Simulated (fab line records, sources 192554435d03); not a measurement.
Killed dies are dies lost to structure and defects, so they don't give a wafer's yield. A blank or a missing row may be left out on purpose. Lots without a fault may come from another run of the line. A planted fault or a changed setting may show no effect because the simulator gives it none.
Chamber matching | flow n5_finfet | N5_MOL_CONTACT_COAG_ETCH_15 on rie_diel-04: 4 sister chambers
The step etches SiNx in CH3F/O2, stops on Si:P, target depth 7 nm. 4 wafers are shown with their chamber, then 8 later ones without.

WAFERS WITH THEIR CHAMBER
wafer  | chamber | showerhead_plenum_p_Torr (Torr)
L084.5 | 3       | 2.12
L089.3 | 1       | 1.96
L089.6 | 2       | 1.94
L091.4 | 0       | 1.97

WAFERS WITHOUT THEIR CHAMBER
wafer  | showerhead_plenum_p_Torr (Torr)
L091.5 | 2.11
L091.6 | 1.97
L093.1 | 2.11
L093.4 | 1.96
L093.5 | 2.11
L095.1 | 2.11
L095.3 | 1.97
L095.4 | 1.94

WHICH CHAMBER EACH WENT THROUGH
wafer  | from the rows above     | in truth
L091.5 | 3                       | 3
L091.6 | can't be placed: 0 or 1 | 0
L093.1 | 3                       | 3
L093.4 | can't be placed: 1 or 0 | 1
L093.5 | 3                       | 3
L095.1 | 3                       | 3
L095.3 | can't be placed: 0 or 1 | 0
L095.4 | 2                       | 2
Placed correctly: 5 of 8. Can't be placed from these rows: 3 (the true chamber is among the candidates in 3). Placed wrongly: 0.
How it was worked out, from the rows above alone: a wafer's distance from a chamber is the root of the sum, over the readings, of the square of ((its reading less the chamber's mean) divided by the reading's scatter). The wafer belongs to the nearest chamber; if the next one is less than 2 further off, it can't be placed. A chamber's mean is the mean of its shown wafers. The scatter: with one shown wafer a chamber, the root of the mean of the squares of how far each hidden wafer lies from its nearest shown one.
